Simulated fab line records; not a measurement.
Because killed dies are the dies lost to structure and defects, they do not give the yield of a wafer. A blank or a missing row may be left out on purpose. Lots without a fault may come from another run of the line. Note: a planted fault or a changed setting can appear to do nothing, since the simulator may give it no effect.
Matching of chambers + flow nand_harc + NHARC_A_BLC_STRIP_21 on rie_diel-01: 4 sister chambers
The step strips in O2. 4 wafers are shown with their chamber, then 8 later ones without.

== WAFERS PAIRED WITH THEIR CHAMBERS ==
| wafer  | chamber | showerhead_plenum_p_Torr (Torr) |
|--------|---------|---------------------------------|
| L083.2 | 2       | 3.64                            |
| L086.2 | 3       | 3.37                            |
| L086.5 | 1       | 3.45                            |
| L087.1 | 0       | 3.31                            |

== WAFERS WITHOUT THEIR CHAMBER ==
| wafer  | showerhead_plenum_p_Torr (Torr) |
|--------|---------------------------------|
| L087.4 | 3.45                            |
| L087.6 | 3.37                            |
| L089.1 | 3.64                            |
| L089.4 | 3.30                            |
| L089.6 | 3.30                            |
| L095.1 | 3.30                            |
| L095.3 | 3.45                            |
| L095.6 | 3.45                            |

== EACH ONE'S CHAMBER ==
| wafer  | from the rows above | in truth |
|--------|---------------------|----------|
| L087.4 | 1                   | 1        |
| L087.6 | 3                   | 3        |
| L089.1 | 2                   | 2        |
| L089.4 | 0                   | 0        |
| L089.6 | 0                   | 0        |
| L095.1 | 0                   | 0        |
| L095.3 | 1                   | 1        |
| L095.6 | 1                   | 1        |
8 of 8 placed correctly. Number that these rows cannot place: 0. Number placed wrongly: 0.
How it was worked out, from the rows above alone: a wafer's distance from a chamber is the root of the sum, over the readings, of the square of ((its reading less the chamber's mean) divided by the reading's scatter). The wafer belongs to the nearest chamber; if the next one is less than 2 further off, it can't be placed. A chamber's mean is the mean of its shown wafers. The scatter: with one shown wafer a chamber, the root of the mean of the squares of how far each hidden wafer lies from its nearest shown one.
